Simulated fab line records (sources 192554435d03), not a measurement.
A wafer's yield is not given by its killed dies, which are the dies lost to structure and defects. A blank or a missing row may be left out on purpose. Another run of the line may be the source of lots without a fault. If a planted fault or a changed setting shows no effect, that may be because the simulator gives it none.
Which tool is to blame? | flow n5 finfet | 11 lots, 33 wafers sampled, at 1 step of a route of 1938

## WHAT THE GAUGES SHOWED, per wafer
N5_SD_EPI_N_INSPECT_26: inspects for defects (darkfield).
lot  | measured    | on                | raw defect count
L190 | day 3 14:42 | defect inspect-02 | 239 219 197
L193 | day 4 04:28 | defect inspect-02 | 169 183 142
L194 | day 4 10:14 | defect inspect-02 | 198 215 201
L195 | day 4 22:25 | defect inspect-01 | 229 209 143
L196 | day 5 00:36 | defect inspect-02 | 167 179 149
L199 | day 5 15:46 | defect inspect-01 | 213 208 233
L198 | day 5 16:48 | defect inspect-01 | 189 174 250
L201 | day 6 06:04 | defect inspect-02 | 150 179 135
L202 | day 6 10:57 | defect inspect-02 | 254 206 242
L205 | day 7 03:45 | defect inspect-02 | 245 193 197
L210 | day 8 11:46 | defect inspect-02 | 306 231 284

## TOOL THAT RAN EACH LOT (tool first, then ch and the chambers of the sampled wafers, then the start)
There is no process step in the record ahead of these readings.

## WHAT THE TOOLS THEMSELVES READ (means of the sampled wafers that have a number; where no wafer has one, the mark that the record gives instead)
The record holds no such reading with a usual standard deviation.

## THE ANSWER, worked out from the rows above alone
Rule: the usual values come from the lots themselves. Put in order of their means at a reading, lots are off if they are a third of the lots or fewer, leave a main group of 4 or more, and stand apart from it by a gap of 3 or more times the standard deviation of the main group's means; of several such gaps the widest counts. A main group is skipped when, at the precision printed for the reading in the tables above, its means are all equal. Also off: a lot with no number at a reading for which 4 or more lots have one. Where the step has rows for the other lots, those lots are counted as sound. First the gauges in route order, then the tools' own readings, where a lot's mean is used as printed above. The first step at which some lot is off is used, and at that step the reading that is off furthest; a lot without a number counts as furthest.
None of the lots is off at any reading shown; this tells nothing.

## WHAT THE SIMULATOR HAD PUT IN
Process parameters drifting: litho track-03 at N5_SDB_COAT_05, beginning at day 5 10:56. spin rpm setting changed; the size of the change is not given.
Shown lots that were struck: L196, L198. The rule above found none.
